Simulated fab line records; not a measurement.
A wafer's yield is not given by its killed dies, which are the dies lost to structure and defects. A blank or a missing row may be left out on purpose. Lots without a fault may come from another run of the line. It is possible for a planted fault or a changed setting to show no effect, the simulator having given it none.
fab line records	flow n5Finfet
record lots=24	wafers=72	lastDay=18
route steps=1938 shown GATE_CUT@498 MOL_CONTACT_COAG@528
lots that met no fault: taken from a fault-free run of the same line
startH: the number of hours between the record's first day and the start of the first shown wafer of the lot	waitH: time in hours since the lot's previous step	" the same as in the row above	L1.1+2: a single row standing in for several wafers	- no value, or no start given	* or withheld: withheld	< > ~ a bound
route shown NAME@n: NAME is a module with steps in the file, n the number in the route of the first one	usual: average and standard deviation across the fault-free wafers	same: alike in all rows	chamber/n: place in a boat	sites: readings site by site	_std_site: the values' standard deviation	_edge_site: inner sites' mean taken away from outer sites' mean	radiusMm: for every site, how far away it sits from the centre of the wafer	mask NAME#n: copy n	behind: tool/chamber where the wafer was last shaped	hold: why the lot went on hold/how many hours it stayed there/how the hold came to an end	device: names the non-switching transistor (n, p or np)	end of line: tests of these same wafers at the route's end	step lacking rows: just its recipe	killed: dies that structure and defects cost at the first sort, which is not the same as the wafer's yield	map: dies across one wafer; x = killed, . = not, _ = none there
set.NAME: the setting the step ran with; set.NAME@STEP: the setting that earlier step ran with	model.NAME: the simulator's own value behind a step, which no gauge read
steps of the route over a sample of lots; a table a step, a row a wafer
services: the hour from which a tool's chamber was out of use, counted from the record's first day as startH (under 0 if before that day), plus the number of hours and why
## steps
# step N5_GATE_CUT_STRIP_42
# recipe chemistry=O2	powerW=400	tempC=40	pressureMtorr=30	rfFrequencyHz=6e+07	biasPowerW=0	overashFraction=0.3	o2FlowSccm=225
# usual drypumpMotorCurrentA=5.8/0.61	oesProductAu=0.81/0.1	rfVppV=3.6/0.48	showerheadPlenumPTorr=2.09/0.055	throttleValvePct=16.7/0.33
lot.wafer	tool	chamber	startH	waitH	drypumpMotorCurrentA	oesProductAu	rfHoursCounterH	rfVppV	showerheadPlenumPTorr	throttleValvePct
L074.1	rieDiel-04	3	91.33	0.0	6.6	0.75	157	4.5	2.02	17.0
L074.4	"	2	"	"	5.7	0.68	248	4.0	2.17	17.2
L074.5	"	0	"	"	5.7	0.68	-	3.8	2.15	17.2
L075.4	rieDiel-01	1	96.88	0.0	5.2	0.73	179	3.0	2.08	17.0
L075.5	"	3	"	"	6.3	0.93	-	3.0	2.05	16.4
L075.6	"	0	"	"	4.8	0.94	-	3.0	2.13	16.4
L076.2	rieDiel-01	0	100.53	0.0	4.8	0.95	17	3.4	2.13	16.4
L076.3	"	3	"	"	6.4	0.92	29	2.6	2.05	16.4
L076.4	"	1	"	"	5.2	0.73	180	3.8	2.08	17.0
L077.1	rieDiel-03	0	102.84	0.0	5.0	0.89	42	3.7	2.13	16.2
L077.2	"	2	"	"	5.5	0.71	198	4.6	2.01	17.0
L077.4	"	0	"	"	5.0	0.89	-	3.7	2.13	16.2
L078.1	rieDiel-01	0	109.71	0.0	4.7	0.93	20	3.4	2.13	16.4
L078.4	"	1	"	"	5.2	0.72	-	3.7	2.08	17.0
L078.6	"	0	"	"	4.7	0.93	-	3.7	2.13	16.4
L079.1	rieDiel-01	3	116.58	0.0	6.4	0.91	35	3.4	2.05	16.5
L079.3	"	1	"	"	5.2	0.72	186	3.0	2.08	17.0
L079.6	"	1	"	"	5.2	0.73	-	3.5	2.08	17.0
L080.3	rieDiel-03	1	121.36	0.0	5.3	0.77	156	3.7	2.07	16.4
L080.4	"	3	"	"	6.3	0.75	182	4.1	2.19	16.7
L080.5	"	3	"	"	6.3	0.74	-	3.4	2.19	16.7
L081.2	rieDiel-04	1	127.00	0.0	6.5	0.81	92	3.1	2.11	16.6
L081.3	"	2	"	"	5.7	0.95	3	3.4	2.17	16.7
L081.5	"	3	"	"	6.6	0.73	-	3.6	2.02	17.0
L082.3	rieDiel-01	3	132.51	0.0	6.4	0.89	42	2.7	2.05	16.5
L082.4	"	2	"	"	6.1	1.03	0	3.3	2.04	16.1
L082.5	"	3	"	"	6.4	0.89	-	3.2	2.05	16.5
L083.2	rieDiel-04	2	136.46	0.0	5.7	0.94	6	3.3	2.17	16.7
L083.5	"	2	"	"	5.7	0.93	-	4.0	2.17	16.7
L083.6	"	3	"	"	6.6	0.73	-	3.7	2.02	17.0
L084.2	rieDiel-03	1	142.59	0.0	5.3	0.76	159	3.1	2.07	16.4
L084.3	"	3	"	"	6.2	0.73	191	4.3	2.18	16.7
L084.6	"	2	"	"	5.5	0.69	-	3.7	2.01	17.0
L085.2	rieDiel-01	1	152.22	0.0	5.2	0.72	199	3.8	2.07	17.0
L085.5	"	2	"	"	6.1	0.99	-	3.1	2.04	16.1
L085.6	"	3	"	"	6.4	0.89	-	3.5	2.05	16.5
L086.1	rieDiel-04	2	157.24	0.0	5.7	0.91	14	3.8	2.17	16.7
L086.3	"	3	"	"	6.6	0.72	181	3.9	2.01	17.1
L086.5	"	1	"	"	6.5	0.80	-	3.9	2.11	16.6
L087.1	rieDiel-04	3	162.45	0.0	6.6	0.72	182	3.4	2.01	17.1
L087.5	"	3	"	"	6.6	0.71	-	4.1	2.01	17.0
L087.6	"	0	"	"	5.7	0.66	-	3.7	2.14	17.2
L088.1	rieDiel-01	1	169.54	0.0	5.2	0.71	205	3.7	2.07	17.0
L088.3	"	0	"	"	4.7	0.91	41	4.3	2.12	16.4
L088.4	"	2	"	"	6.1	0.98	12	3.9	2.03	16.1
L089.1	rieDiel-03	3	177.17	0.0	6.2	0.72	201	3.7	2.18	16.7
L089.4	"	2	"	"	5.5	0.70	223	3.2	2.00	17.0
L089.5	"	2	"	"	5.5	0.70	-	3.0	2.00	17.0
L090.2	rieDiel-03	2	179.63	0.0	5.5	0.70	224	4.3	2.00	17.0
L090.3	"	3	"	"	6.2	0.72	203	3.3	2.18	16.7
L090.5	"	0	"	"	5.0	0.86	-	3.6	2.13	16.2
L091.2	rieDiel-04	1	187.61	0.0	6.5	0.79	108	3.6	2.11	16.7
L091.3	"	2	"	"	5.7	0.89	23	2.6	2.16	16.8
L091.6	"	0	"	"	5.7	0.66	-	3.9	2.14	17.2
L092.1	rieDiel-01	0	194.12	0.0	4.7	0.89	49	4.4	2.12	16.4
L092.2	"	2	"	"	6.1	0.95	19	3.8	2.03	16.1
L092.3	"	1	"	"	5.2	0.70	213	3.9	2.07	17.0
L093.3	rieDiel-01	2	199.82	0.0	6.1	0.95	21	4.0	2.03	16.1
L093.4	"	1	"	"	5.2	0.70	215	3.2	2.07	17.0
L093.6	"	0	"	"	4.7	0.88	-	3.5	2.12	16.4
L094.1	rieDiel-04	3	204.69	0.0	6.6	0.71	195	4.6	2.01	17.1
L094.5	"	1	"	"	6.5	0.79	-	3.3	2.11	16.7
L094.6	"	3	"	"	6.6	0.72	-	4.8	2.01	17.1
L095.2	rieDiel-01	2	210.15	0.0	6.1	0.94	25	4.0	2.03	16.1
L095.3	"	3	"	"	6.4	0.88	65	3.5	2.04	16.5
L095.4	"	0	"	"	4.7	0.88	53	3.8	2.11	16.4
L096.2	rieDiel-01	2	216.96	0.0	6.1	0.93	28	3.9	2.03	16.1
L096.4	"	3	"	"	6.4	0.86	68	3.7	2.04	16.5
L096.6	"	1	"	"	5.2	0.70	-	3.4	2.07	17.0
L097.3	rieDiel-04	3	223.97	0.0	6.6	0.71	202	3.2	2.01	17.1
L097.5	"	3	"	"	6.6	0.71	-	4.3	2.01	17.1
L097.6	"	0	"	"	5.7	0.97	-	3.2	2.14	16.8
# step N5_MOL_CONTACT_COAG_INSPECT_10
# recipe mode=adi	inspectInstrument=brightfield
# usual rawDefectCount=64/24
lot.wafer	tool	chamber	startH	waitH	rawDefectCount
L074.1	defectInspect-02	-	94.90	0.1	66
L074.4	"	-	"	"	74
L074.5	"	-	"	"	42
L075.4	defectInspect-02	-	100.72	0.0	79
L075.5	"	-	"	"	117
L075.6	"	-	"	"	65
L076.2	defectInspect-02	-	105.06	0.0	73
L076.3	"	-	"	"	79
L076.4	"	-	"	"	69
L077.1	defectInspect-02	-	106.35	0.1	50
L077.2	"	-	"	"	42
L077.4	"	-	"	"	31
L078.1	defectInspect-02	-	113.21	0.1	69
L078.4	"	-	"	"	40
L078.6	"	-	"	"	40
L079.1	defectInspect-02	-	120.10	0.1	124
L079.3	"	-	"	"	51
L079.6	"	-	"	"	58
L080.3	defectInspect-01	-	125.07	0.0	60
L080.4	"	-	"	"	79
L080.5	"	-	"	"	36
L081.2	defectInspect-01	-	130.63	0.0	42
L081.3	"	-	"	"	50
L081.5	"	-	"	"	42
L082.3	defectInspect-02	-	136.14	0.0	114
L082.4	"	-	"	"	84
L082.5	"	-	"	"	176
L083.2	defectInspect-01	-	140.27	0.0	32
L083.5	"	-	"	"	55
L083.6	"	-	"	"	52
L084.2	defectInspect-01	-	146.37	0.0	53
L084.3	"	-	"	"	59
L084.6	"	-	"	"	67
L085.2	defectInspect-01	-	155.97	0.0	46
L085.5	"	-	"	"	66
L085.6	"	-	"	"	74
L086.1	defectInspect-02	-	160.76	0.1	78
L086.3	"	-	"	"	52
L086.5	"	-	"	"	72
L087.1	defectInspect-02	-	166.04	0.1	73
L087.5	"	-	"	"	44
L087.6	"	-	"	"	54
L088.1	defectInspect-02	-	173.05	0.1	40
L088.3	"	-	"	"	41
L088.4	"	-	"	"	59
L089.1	defectInspect-01	-	180.93	0.1	57
L089.4	"	-	"	"	86
L089.5	"	-	"	"	54
L090.2	defectInspect-01	-	183.38	0.0	97
L090.3	"	-	"	"	72
L090.5	"	-	"	"	83
L091.2	defectInspect-02	-	191.11	0.0	49
L091.3	"	-	"	"	37
L091.6	"	-	"	"	50
L092.1	defectInspect-02	-	197.71	0.1	79
L092.2	"	-	"	"	98
L092.3	"	-	"	"	72
L093.3	defectInspect-02	-	203.43	0.0	40
L093.4	"	-	"	"	57
L093.6	"	-	"	"	130
L094.1	defectInspect-02	-	209.22	0.1	60
L094.5	"	-	"	"	42
L094.6	"	-	"	"	52
L095.2	defectInspect-01	-	213.78	0.0	56
L095.3	"	-	"	"	58
L095.4	"	-	"	"	44
L096.2	defectInspect-01	-	220.68	0.0	59
L096.4	"	-	"	"	39
L096.6	"	-	"	"	44
L097.3	defectInspect-01	-	227.48	0.0	43
L097.5	"	-	"	"	80
L097.6	"	-	"	"	63
# step N5_MOL_CONTACT_COAG_CMP_23
# recipe stopOn=SiO2	tOverpolishS=1.5	postCmpClean=cuAlkaline	downForcePsi=2	platenRpm=50.289	padVelocityMS=1.0006	targetThkNm=0
# usual motorCurrentA=7.9/0.63	overpolishRunS=1.500/0.0085	padLifeWafers=1432/450	platenRpm=50.29/0.035	slurryFlowMlMin=150.0/0.5	timeToEndpointS=8.1/2
lot.wafer	tool	chamber	startH	waitH	motorCurrentA	overpolishRunS	padLifeWafers	platenRpm	slurryFlowMlMin	timeToEndpointS
L074.4	cmp-01	2	103.79	0.0	7.1	1.499	1308	50.34	150.0	5.6
L074.1	"	0	"	"	8.4	1.497	1310	50.37	150.0	8.0
L074.5	"	3	"	"	7.9	1.501	-	50.27	150.2	7.8
L075.4	cmp-04	3	106.74	0.1	6.8	1.503	493	50.30	150.2	7.7
L075.5	"	2	"	"	8.2	1.509	-	50.34	150.2	9.1
L075.6	"	3	"	"	6.9	1.492	-	50.30	150.3	7.6
L076.3	cmp-02	1	111.51	0.0	9.0	1.492	1020	50.29	149.4	6.7
L076.2	"	2	"	"	6.9	1.496	1021	50.24	149.5	8.1
L076.4	"	3	"	"	8.2	1.493	1022	50.29	149.7	9.5
L077.1	cmp-01	2	111.97	0.1	7.6	1.491	1386	50.31	149.9	5.7
L077.2	"	3	"	"	7.8	1.504	1387	50.29	150.0	6.7
L077.4	"	0	"	"	8.1	1.493	1388	50.34	150.0	7.3
L078.4	cmp-01	1	118.99	0.1	7.9	1.503	1441	50.27	150.3	5.7
L078.1	"	3	"	"	8.1	1.492	1443	50.31	150.3	6.9
L078.6	"	1	"	"	7.7	1.504	-	50.34	149.4	4.1
L079.1	cmp-01	1	126.56	0.0	8.2	1.495	1506	50.19	150.4	6.2
L079.3	"	3	"	"	7.9	1.499	1508	50.29	149.6	9.6
L079.6	"	1	"	"	7.7	1.513	-	50.26	151.0	6.9
L080.4	cmp-01	0	131.55	0.1	8.2	1.498	1544	50.25	150.7	8.1
L080.3	"	1	"	"	8.1	1.496	1545	50.34	149.9	7.6
L080.5	"	3	"	"	7.8	1.501	-	50.31	150.4	10.1
L081.2	cmp-01	1	135.91	0.1	8.5	1.508	1573	50.28	150.8	9.5
L081.3	"	3	"	"	8.0	1.497	1575	50.27	150.0	9.5
L081.5	"	1	"	"	8.1	1.495	-	50.31	149.5	8.6
L082.3	cmp-02	1	141.17	0.1	8.9	1.499	1286	50.28	149.5	5.2
L082.4	"	2	"	"	6.7	1.495	1287	50.30	149.2	4.5
L082.5	"	3	"	"	8.7	1.491	-	50.29	150.2	9.1
L083.2	cmp-02	1	146.48	0.0	8.5	1.509	1326	50.26	150.2	4.7
L083.6	"	1	"	"	9.2	1.491	-	50.24	149.7	8.7
L083.5	"	2	"	"	6.8	1.502	-	50.25	150.4	10.0
L084.3	cmp-02	3	155.60	0.0	8.3	1.498	1392	50.24	149.6	8.1
L084.2	"	1	"	"	8.6	1.502	1394	50.32	150.2	5.6
L084.6	"	0	"	"	7.7	1.509	-	50.30	150.4	12.5
L085.2	cmp-02	0	162.74	0.1	7.6	1.507	1442	50.24	149.9	8.5
L085.5	"	2	"	"	7.0	1.488	-	50.31	149.3	9.2
L085.6	"	3	"	"	8.4	1.494	-	50.32	149.0	10.0
L086.1	cmp-02	0	165.80	0.0	7.5	1.511	1476	50.31	149.9	11.2
L086.3	"	2	"	"	6.5	1.491	1478	50.31	150.0	10.9
L086.5	"	0	"	"	7.7	1.500	-	50.30	151.5	11.9
L087.1	cmp-02	2	171.83	0.1	6.7	1.494	1520	50.28	149.9	9.5
L087.5	"	0	"	"	7.7	1.509	-	50.31	149.2	9.0
L087.6	"	1	"	"	8.8	1.500	-	50.31	150.6	6.3
L088.1	cmp-01	1	178.32	0.0	8.0	1.523	1956	50.24	150.3	4.3
L088.4	"	2	"	"	7.7	1.511	1957	50.26	150.0	6.4
L088.3	"	0	"	"	8.3	1.498	1959	50.30	149.3	6.3
L089.4	cmp-04	1	188.42	0.0	8.3	1.497	1122	50.29	149.8	7.2
L089.1	"	0	"	"	7.8	1.481	1125	50.28	149.9	10.2
L089.5	"	1	"	"	7.8	1.490	-	50.29	149.2	7.8
L090.3	cmp-01	3	188.48	0.0	8.1	1.498	2034	50.33	150.0	8.5
L090.2	"	2	"	"	7.6	1.492	2037	50.41	150.3	9.7
L090.5	"	3	"	"	8.0	1.497	-	50.29	150.9	8.0
L091.3	cmp-01	0	197.18	0.0	8.0	1.493	2112	50.32	149.6	4.5
L091.2	"	2	"	"	7.4	1.491	2114	50.23	150.5	2.8
L091.6	"	1	"	"	8.0	1.498	-	50.26	150.8	5.7
L092.1	cmp-02	0	203.86	0.1	7.3	1.502	1753	50.27	149.9	7.4
L092.2	"	1	"	"	8.7	1.491	1754	50.28	150.1	5.6
L092.3	"	2	"	"	6.6	1.488	1755	50.29	150.8	5.2
L093.3	cmp-04	3	208.31	0.1	7.5	1.496	1286	50.27	150.0	10.0
L093.4	"	0	"	"	8.0	1.503	1287	50.27	150.0	9.9
L093.6	"	2	"	"	7.9	1.497	-	50.30	150.9	10.2
L094.1	cmp-01	3	215.33	0.1	8.1	1.500	63	50.29	150.0	7.2
L094.5	"	0	"	"	8.3	1.513	-	50.32	150.1	5.9
L094.6	"	1	"	"	7.7	1.491	-	50.29	149.9	3.2
L095.2	cmp-02	1	218.94	0.0	8.9	1.510	1902	50.28	150.3	6.7
L095.4	"	3	"	"	8.2	1.478	1904	50.33	149.8	10.1
L095.3	"	0	"	"	7.4	1.497	1905	50.25	149.1	9.7
L096.2	cmp-02	0	225.65	0.0	7.4	1.497	1962	50.26	150.1	11.1
L096.4	"	2	"	"	6.5	1.505	1964	50.28	150.0	9.9
L096.6	"	0	"	"	7.4	1.513	-	50.21	150.3	12.8
L097.3	cmp-04	3	231.95	0.1	7.0	1.507	1453	50.31	149.9	9.0
L097.6	"	2	"	"	7.8	1.487	-	50.26	149.7	10.1
L097.5	"	3	"	"	7.5	1.494	-	50.24	150.3	10.0
# step N5_MOL_CONTACT_COAG_CD_MEAS_84
# recipe targetCdNm=25.1	landingEnergyEv=500	detector=seInlens	polarity=opening
# usual cdNm=25.16/0.25
# same landingEnergyEv=500
lot.wafer	tool	chamber	startH	waitH	cdNm
L074.1	cdSem-02	0	107.89	-	25.13
L074.4	"	0	"	"	24.81
L074.5	"	0	"	"	25.30
L075.4	cdSem-02	0	110.40	-	25.39
L075.5	"	0	"	"	24.90
L075.6	"	0	"	"	24.72
L076.2	cdSem-01	0	115.41	-	25.03
L076.3	"	0	"	"	24.89
L076.4	"	0	"	"	24.80
L077.1	cdSem-01	0	115.84	-	25.20
L077.2	"	0	"	"	25.20
L077.4	"	0	"	"	25.32
L078.1	cdSem-02	0	122.64	-	25.34
L078.4	"	0	"	"	25.25
L078.6	"	0	"	"	25.35
L079.1	cdSem-02	0	130.12	-	25.04
L079.3	"	0	"	"	25.19
L079.6	"	0	"	"	25.32
L080.3	cdSem-01	0	135.11	-	25.18
L080.4	"	0	"	"	25.81
L080.5	"	0	"	"	25.53
L081.2	cdSem-03	0	139.68	-	25.01
L081.3	"	0	"	"	25.26
L081.5	"	0	"	"	24.78
L082.3	cdSem-02	0	144.80	-	25.07
L082.4	"	0	"	"	24.98
L082.5	"	0	"	"	24.69
L083.2	cdSem-01	0	154.66	-	25.37
L083.5	"	0	"	"	24.98
L083.6	"	0	"	"	25.51
L084.2	cdSem-03	0	159.29	-	25.15
L084.3	"	0	"	"	25.43
L084.6	"	0	"	"	25.28
L085.2	cdSem-03	0	166.35	-	25.20
L085.5	"	0	"	"	25.23
L085.6	"	0	"	"	25.09
L086.1	cdSem-03	0	170.20	-	25.10
L086.3	"	0	"	"	25.47
L086.5	"	0	"	"	24.96
L087.1	cdSem-02	0	175.44	-	25.43
L087.5	"	0	"	"	25.69
L087.6	"	0	"	"	25.18
L088.1	cdSem-02	0	183.66	-	25.11
L088.3	"	0	"	"	24.73
L088.4	"	0	"	"	24.90
L090.2	cdSem-03	0	193.71	-	25.27
L090.3	"	0	"	"	24.85
L090.5	"	0	"	"	25.35
L089.1	cdSem-02	0	193.94	-	24.92
L089.4	"	0	"	"	25.40
L089.5	"	0	"	"	25.01
L091.2	cdSem-03	0	200.75	-	25.30
L091.3	"	0	"	"	25.25
L091.6	"	0	"	"	25.22
L092.1	cdSem-01	0	207.54	-	25.36
L092.2	"	0	"	"	25.40
L092.3	"	0	"	"	25.59
L093.3	cdSem-02	0	211.84	-	25.21
L093.4	"	0	"	"	25.06
L093.6	"	0	"	"	25.30
L094.1	cdSem-01	0	219.01	-	25.27
L094.5	"	0	"	"	25.04
L094.6	"	0	"	"	24.92
L095.2	cdSem-01	0	222.64	-	25.54
L095.3	"	0	"	"	25.03
L095.4	"	0	"	"	25.37
L096.2	cdSem-03	0	229.22	-	25.45
L096.4	"	0	"	"	25.14
L096.6	"	0	"	"	25.17
L097.3	cdSem-03	0	235.49	-	25.47
L097.5	"	0	"	"	24.80
L097.6	"	0	"	"	25.03
# step N5_MOL_CONTACT_COAG_CD_MEAS_137
# recipe targetCdNm=16
# usual cdNm=15.87/0.3
lot.wafer	tool	chamber	startH	waitH	cdNm
L074.1	cdSem-02	-	108.92	0.0	15.88
L074.4	"	-	"	"	15.89
L074.5	"	-	"	"	15.96
L075.4	cdSem-02	-	111.37	0.0	15.75
L075.5	"	-	"	"	16.50
L075.6	"	-	"	"	15.73
L076.2	cdSem-03	-	116.52	0.0	15.85
L076.3	"	-	"	"	15.71
L076.4	"	-	"	"	15.44
L077.1	cdSem-03	-	117.09	0.0	15.90
L077.2	"	-	"	"	16.35
L077.4	"	-	"	"	15.96
L078.1	cdSem-02	-	123.57	0.0	15.98
L078.4	"	-	"	"	15.98
L078.6	"	-	"	"	15.96
L079.1	cdSem-03	-	131.17	0.0	15.69
L079.3	"	-	"	"	14.93
L079.6	"	-	"	"	15.32
L080.3	cdSem-03	-	136.08	0.0	15.80
L080.4	"	-	"	"	16.19
L080.5	"	-	"	"	16.03
L081.2	cdSem-03	-	141.02	0.0	15.88
L081.3	"	-	"	"	15.56
L081.5	"	-	"	"	15.85
L082.3	cdSem-01	-	145.86	0.0	15.58
L082.4	"	-	"	"	15.79
L082.5	"	-	"	"	15.69
L083.2	cdSem-01	-	155.59	0.0	15.57
L083.5	"	-	"	"	15.84
L083.6	"	-	"	"	15.80
L084.2	cdSem-02	-	160.22	0.0	15.72
L084.3	"	-	"	"	16.25
L084.6	"	-	"	"	16.29
L085.2	cdSem-02	-	168.09	0.0	15.91
L085.5	"	-	"	"	16.32
L085.6	"	-	"	"	16.03
L086.1	cdSem-03	-	171.17	0.0	15.94
L086.3	"	-	"	"	15.68
L086.5	"	-	"	"	15.39
L087.1	cdSem-03	-	176.80	0.0	15.24
L087.5	"	-	"	"	15.83
L087.6	"	-	"	"	16.42
L088.1	cdSem-02	-	184.64	0.0	15.93
L088.3	"	-	"	"	15.93
L088.4	"	-	"	"	16.35
L090.2	cdSem-03	-	194.99	0.0	15.59
L090.3	"	-	"	"	15.80
L090.5	"	-	"	"	15.64
L089.1	cdSem-02	-	195.10	0.0	15.90
L089.4	"	-	"	"	15.99
L089.5	"	-	"	"	16.10
L091.2	cdSem-02	-	201.68	0.0	16.01
L091.3	"	-	"	"	16.02
L091.6	"	-	"	"	15.91
L092.1	cdSem-03	-	208.73	0.0	16.19
L092.2	"	-	"	"	15.52
L092.3	"	-	"	"	16.29
L093.3	cdSem-01	-	212.86	0.0	16.05
L093.4	"	-	"	"	16.19
L093.6	"	-	"	"	15.92
L094.1	cdSem-03	-	219.94	0.0	15.84
L094.5	"	-	"	"	16.17
L094.6	"	-	"	"	15.70
L095.2	cdSem-02	-	223.97	0.0	15.68
L095.3	"	-	"	"	15.73
L095.4	"	-	"	"	15.27
L096.2	cdSem-02	-	230.15	0.0	16.19
L096.4	"	-	"	"	15.67
L096.6	"	-	"	"	16.12
L097.3	cdSem-03	-	236.44	0.0	16.36
L097.5	"	-	"	"	15.66
L097.6	"	-	"	"	16.13
# step N5_MOL_CONTACT_COAG_CD_MEAS_40
# recipe targetCdNm=25.1	landingEnergyEv=500	detector=seInlens	polarity=opening
# usual cdNm=25.08/0.24
# same landingEnergyEv=500
lot.wafer	tool	chamber	startH	waitH	cdNm
L074.1	cdSem-03	0	109.36	-	24.71
L074.4	"	0	"	"	25.07
L074.5	"	0	"	"	25.07
L075.4	cdSem-01	0	111.81	-	25.11
L075.5	"	0	"	"	24.98
L075.6	"	0	"	"	24.86
L076.2	cdSem-03	0	116.96	-	25.04
L076.3	"	0	"	"	24.82
L076.4	"	0	"	"	24.61
L077.1	cdSem-01	0	117.53	-	25.01
L077.2	"	0	"	"	24.80
L077.4	"	0	"	"	24.89
L078.1	cdSem-02	0	124.01	-	25.31
L078.4	"	0	"	"	24.75
L078.6	"	0	"	"	24.89
L079.1	cdSem-02	0	131.49	-	24.86
L079.3	"	0	"	"	25.11
L079.6	"	0	"	"	24.80
L080.3	cdSem-03	0	136.52	-	24.98
L080.4	"	0	"	"	25.35
L080.5	"	0	"	"	25.23
L081.2	cdSem-02	0	141.46	-	25.29
L081.3	"	0	"	"	25.06
L081.5	"	0	"	"	25.24
L082.3	cdSem-02	0	146.18	-	24.90
L082.4	"	0	"	"	24.79
L082.5	"	0	"	"	25.11
L083.2	cdSem-01	0	155.91	-	24.97
L083.5	"	0	"	"	24.76
L083.6	"	0	"	"	24.76
L084.2	cdSem-02	0	160.54	-	24.66
L084.3	"	0	"	"	25.60
L084.6	"	0	"	"	24.81
L085.2	cdSem-01	0	168.53	-	25.02
L085.5	"	0	"	"	25.24
L085.6	"	0	"	"	25.18
L086.1	cdSem-03	0	171.49	-	25.47
L086.3	"	0	"	"	25.30
L086.5	"	0	"	"	24.86
L087.1	cdSem-02	0	177.12	-	25.07
L087.5	"	0	"	"	24.74
L087.6	"	0	"	"	25.55
L088.1	cdSem-02	0	185.08	-	25.02
L088.3	"	0	"	"	24.79
L088.4	"	0	"	"	24.92
L090.2	cdSem-03	0	195.43	-	25.24
L090.3	"	0	"	"	25.34
L090.5	"	0	"	"	25.03
L089.1	cdSem-02	0	195.49	-	24.68
L089.4	"	0	"	"	24.73
L089.5	"	0	"	"	25.38
L091.2	cdSem-03	0	202.00	-	24.98
L091.3	"	0	"	"	25.32
L091.6	"	0	"	"	24.99
L092.1	cdSem-03	0	209.40	-	25.42
L092.2	"	0	"	"	25.15
L092.3	"	0	"	"	25.12
L093.3	cdSem-01	0	213.30	-	25.16
L093.4	"	0	"	"	25.07
L093.6	"	0	"	"	25.24
L094.1	cdSem-01	0	220.38	-	25.03
L094.5	"	0	"	"	25.15
L094.6	"	0	"	"	25.15
L095.2	cdSem-02	0	224.41	-	24.67
L095.3	"	0	"	"	25.31
L095.4	"	0	"	"	25.37
L096.2	cdSem-03	0	230.62	-	25.35
L096.4	"	0	"	"	25.00
L096.6	"	0	"	"	25.12
L097.3	cdSem-03	0	236.76	-	25.28
L097.5	"	0	"	"	24.80
L097.6	"	0	"	"	25.01
## services
tool	chamber	startH	hours	kind
rieDiel-03	0	86.86	11.8	repair
rieDiel-03	3	95.85	18.6	repair
rieDiel-04	2	97.76	-	clean
rieDiel-04	2	97.76	-	consumableReplace:focusRing
rieDiel-04	2	97.76	20.2	scheduledDown
rieDiel-04	2	97.76	20.2	ventCycle
cmp-04	-	100.00	1.4	repair
rieDiel-01	2	107.64	-	clean
rieDiel-01	2	107.64	-	consumableReplace:focusRing
rieDiel-01	2	107.64	24.5	scheduledDown
rieDiel-01	2	107.64	24.5	ventCycle
rieDiel-04	1	129.49	9.0	repair
rieDiel-04	0	130.52	10.4	repair
rieDiel-04	1	139.52	4.0	repair
cmp-04	-	145.63	1.0	repair
cmp-04	-	154.06	1.0	repair
cmp-04	-	191.97	1.2	repair
rieDiel-04	0	197.34	-	clean
cmp-01	-	204.30	4.0	pm
cmp-01	-	208.30	-	consumableReplace:conditioner
cmp-01	-	208.30	-	consumableReplace:pad
rieDiel-04	1	221.30	13.8	repair
cmp-04	-	222.71	5.0	pm
cmp-01	-	223.18	1.3	repair
## key
fault none
